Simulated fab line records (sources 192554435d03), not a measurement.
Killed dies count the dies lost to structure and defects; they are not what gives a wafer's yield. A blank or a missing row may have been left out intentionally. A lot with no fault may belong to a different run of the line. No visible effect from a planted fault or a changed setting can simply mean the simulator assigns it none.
Lot-split experiment | flow n5-finfet | on a route of 1938 steps: 7 lots, 21 wafers read

== THE SPLIT ==
At N5_BEOL_M8_PECVD_70 (deposits SiO2 from TEOS/O2, target thk 20 nm, time 22.7 s), the setting temp-c was moved away from the recipe's 400 C on 9 of the 21 wafers read, by -3.7% to +2.1%. For the rest of the wafers, this setting stayed at what the recipe calls for.

Reading taken at the split's own step.

== THE READING ==
SiO2_of_BEOL_M8_PECVD_70.thk-nm (the simulator's own value, which no gauge read), in nm, at N5_BEOL_M8_PECVD_70 (deposits SiO2 from TEOS/O2, target thk 20 nm, time 22.7 s). The file does not state a usual value for it. Average 20.1 nm, standard deviation 0.38 nm, over the 12 wafers here run with the recipe.

wafer  | tool, chamber at the split | temp-c as run, C | against the recipe | SiO2_of_BEOL_M8_PECVD_70.thk-nm, nm | against lot-mates on the recipe
L080.1 | pecvd-03, 1                | 400              | recipe             | 19.8                                | -
L080.5 | pecvd-03, 1,2              | 405.8            | +1.4%              | 19.2                                | -0.6
L080.6 | pecvd-03, 1,2              | 405.8            | +1.4%              | 19.2                                | -0.6
L078.3 | pecvd-04, 1                | 400              | recipe             | 20.4                                | -
L078.4 | pecvd-04, 2,1              | 400              | recipe             | 20.6                                | -
L078.6 | pecvd-04, 2,1              | 400              | recipe             | 20.6                                | -
L085.1 | pecvd-01, 0                | 400              | recipe             | 19.6                                | -
L085.4 | pecvd-01, 2                | 400              | recipe             | 20.2                                | -
L085.5 | pecvd-01, 0                | 400              | recipe             | 20                                  | -
L086.3 | pecvd-04, 0                | 400              | recipe             | 20                                  | -
L086.5 | pecvd-04, 2                | 408.4            | +2.1%              | 19                                  | -1.0
L086.6 | pecvd-04, 1                | 408.4            | +2.1%              | 18.8                                | -1.2
L091.2 | pecvd-01, 0                | 400              | recipe             | 19.8                                | -
L091.3 | pecvd-01, 1                | 400              | recipe             | 19.4                                | -
L091.5 | pecvd-01, 1                | 407              | +1.8%              | 18.8                                | -0.8
L094.3 | pecvd-03, 2                | 385.1            | -3.7%              | 22.2                                | +1.8
L094.6 | pecvd-03, 2                | 385.1            | -3.7%              | 22.2                                | +1.8
L094.5 | pecvd-03, 0                | 400              | recipe             | 20.4                                | -
L095.3 | pecvd-03, 0                | 392.1            | -2.0%              | 21                                  | +0.6
L095.4 | pecvd-03, 2                | 400              | recipe             | 20.4                                | -
L095.6 | pecvd-03, 2                | 392.1            | -2.0%              | 21.8                                | +1.4
When a row names more than one chamber, that row covers several wafers, and the file does not tell which wafer ran in which chamber.

FIT RESULTS
A straight line over all 21 wafers: SiO2_of_BEOL_M8_PECVD_70.thk-nm changes by -0.595 nm for each +1% of temp-c; r = -0.94; the points scatter about the line by 0.34 nm.
The same after taking each lot's own level away (the mean of its wafers on the recipe; 21 wafers): -0.486 nm for each +1%; r = -0.97; scatter 0.19 nm.
That fit puts the effect of the largest move of temp-c on the reading at 1.8 nm.
Measured against the standard deviation above, the lots' own levels, which go from 19.60 to 20.53 nm, span 2.5 times it.
Thus the slope moves with the lot-to-lot level: the two fits are different.
Check: with one of the wafers moved furthest among these (-3.7%) left out of the fit, the line predicts +1.83 nm for it against its lot-mates. Against them it came out at +1.8 nm.

== ADDITIONAL SPLITS CARRIED BY THESE WAFERS ==
These wafers also went through other splits before the reading. Each is held against what the fit with the lots' levels taken away leaves over:
other split on the same wafers   | wafers away from the commonest value | r with SiO2_of_BEOL_M8_PECVD_70.thk-nm (lot level and that fit taken away)
N5_BEOL_M0_SAQP_ETCH_88 source-w | 3                                    | +0.01
N5_BEOL_M1_PECVD_72 time-s       | 9                                    | -0.12
N5_BEOL_M3_EXPOSE_25 dose-mj     | 7                                    | +0.26
N5_BEOL_M3_ETCH_70 time-s        | 4                                    | -0.12
N5_BEOL_M5_COAT_05 spin-rpm      | 8                                    | +0.07
N5_BEOL_M7_COAT_05 spin-rpm      | 8                                    | -0.02
N5_BEOL_M7_EXPOSE_08 dose-mj     | 6                                    | -0.10

== THE FILE'S OWN FIT ==
SiO2_of_BEOL_M8_PECVD_70.thk-nm changes by -0.485 nm for each +1% of temp-c, r = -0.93.
